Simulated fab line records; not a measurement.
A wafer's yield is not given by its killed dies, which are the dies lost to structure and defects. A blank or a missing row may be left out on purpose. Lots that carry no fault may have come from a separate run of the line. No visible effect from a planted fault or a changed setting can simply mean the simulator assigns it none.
Code-filled problem report in 8D (eight disciplines) form :: flow n5_finfet :: the parts of the form that need people (team, actions taken, sign-off) are left out

## 1. THE PROBLEM
bias_w at N5_FIN_CUT_ETCH_21 reads a mean of 58.51 W on 1 wafer of 1 lot; wafers without a fault read 61.03 W with a standard deviation of 0.19. Measured from the usual mean, that is -13 standard deviations.
The step: etches SOC in N2/H2, target depth 219 nm, overetch 43.8 nm, time 523.5 s.
First seen on wafer L352.6, day 7 10:20, on rie_diel-02. At this step, 24 wafers from 8 lots have a number in the record. Rule for "out" (also "out of limits"): further than 4 standard deviations from the usual mean. All remaining wafers that have a number are taken as sound.

## 2. WHAT IT IS AND WHAT IT IS NOT
question: which readings at this step
is: bias_w
is not: drypump_motor_current_A, h2_flow_sccm, oes_product_au, showerhead_plenum_p_Torr, throttle_valve_pct

question: which lots
is: L352
is not: L331, L333, L334, L336, L338, L341, L342

question: which wafers of those lots
is: L352.6
is not: L352.4, L352.5

question: read on which tools
is: rie_diel-02
is not: rie_diel-03, rie_diel-06

question: when
is: from day 7 10:20
is not: up to then (23 sound wafers)

## 3. THE SUSPECTS, EACH WITH WHAT RULES IT OUT
Counting: any tool at a process step up to the reading remains a suspect provided it ran every lot that is out. Sound lots after the first of them don't rule it out here, since some wafers of a struck lot are sound.
- rie_diel-01 at N5_FIN_SAQP_HM_OPEN_33 (chemistry CH3F/O2, target SiNx, target depth 49.4 nm, time 70.6 s): kept. It processed L352, the lot that is out, at day 7 09:16, and its most recent sound lot before then was L341 at day 4 13:57.
- rie_diel-01 at N5_FIN_SAQP_ETCH_34 (etches SiO2 in C4F6/O2, target depth 45 nm, time 15 s): kept. It processed L352, the lot that is out, at day 7 09:20, and its most recent sound lot before then was L341 at day 4 14:01.
- rie_diel-02 at N5_FIN_CUT_DESCUM_13 (chemistry O2, time 7 s): kept. It processed L352, the lot that is out, at day 7 10:14, and its most recent sound lot before then was L342 at day 4 20:43.
- rie_diel-02 at N5_FIN_CUT_ETCH_21 (etches SOC in N2/H2, target depth 219 nm, overetch 43.8 nm, time 523.5 s): kept. It processed L352, the lot that is out, at day 7 10:20, and its most recent sound lot before then was L342 at day 4 20:48. On those wafers its own readings are out: bias_w.
- The sound lot-mates ran in chamber 1 of rie_diel-01 at N5_FIN_SAQP_HM_OPEN_33, but the wafers that are out ran in chamber 0.
- The sound lot-mates ran in chamber 1 of rie_diel-01 at N5_FIN_SAQP_ETCH_34, but the wafers that are out ran in chamber 0.
- At N5_FIN_CUT_DESCUM_13, inside rie_diel-02: chamber 1 took the wafers that are out, while their sound lot-mates went through chambers 0, 2.
- At N5_FIN_CUT_ETCH_21, inside rie_diel-02: chamber 1 took the wafers that are out, while their sound lot-mates went through chambers 0, 2.
Left after counting: rie_diel-01 at N5_FIN_SAQP_HM_OPEN_33, rie_diel-01 at N5_FIN_SAQP_ETCH_34, rie_diel-02 at N5_FIN_CUT_DESCUM_13, rie_diel-02 at N5_FIN_CUT_ETCH_21.

## 4. THE CAUSE (what the simulator had put in)
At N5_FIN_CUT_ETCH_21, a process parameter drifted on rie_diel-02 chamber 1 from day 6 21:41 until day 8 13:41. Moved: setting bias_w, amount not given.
After counting, 4 suspects remain, this tool included.

## 5. SEQUENCE OF EFFECTS, ordered by route
Each row: a reading where the mean over the struck wafers with a number is more than 3 standard deviations away from the usual. Only readings whose record carries a usual standard deviation are examined. hours: median over the lots of the time between each lot's start at the first step of this table that gives one and its start at this step. sigmas: the change, counted in usual standard deviations.
hours: 0
step: N5_FIN_CUT_ETCH_21
reading: bias_w
usual: 61.03 W
on struck wafers: 58.51
change: -2.52
sigmas: -13

hours: 0
step: N5_FIN_CUT_ETCH_21
reading: rf_vpp_V
usual: 240.7 V
on struck wafers: 236.1
change: -4.6
sigmas: -3.3
Its process steps:
- N5_FIN_CUT_ETCH_21: etches SOC in N2/H2, target depth 219 nm, overetch 43.8 nm, time 523.5 s.
Later measuring or inspecting steps at which every struck wafer that the step has a row for has a number for every such reading, and none has moved that far: N5_BEOL_M4_RC_MEAS_101.

## 6. HOW IT WOULD HAVE BEEN CAUGHT EARLIER
The fault began at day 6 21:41; the first out-of-limits reading in this record came at day 7 10:20, 13 hours later.
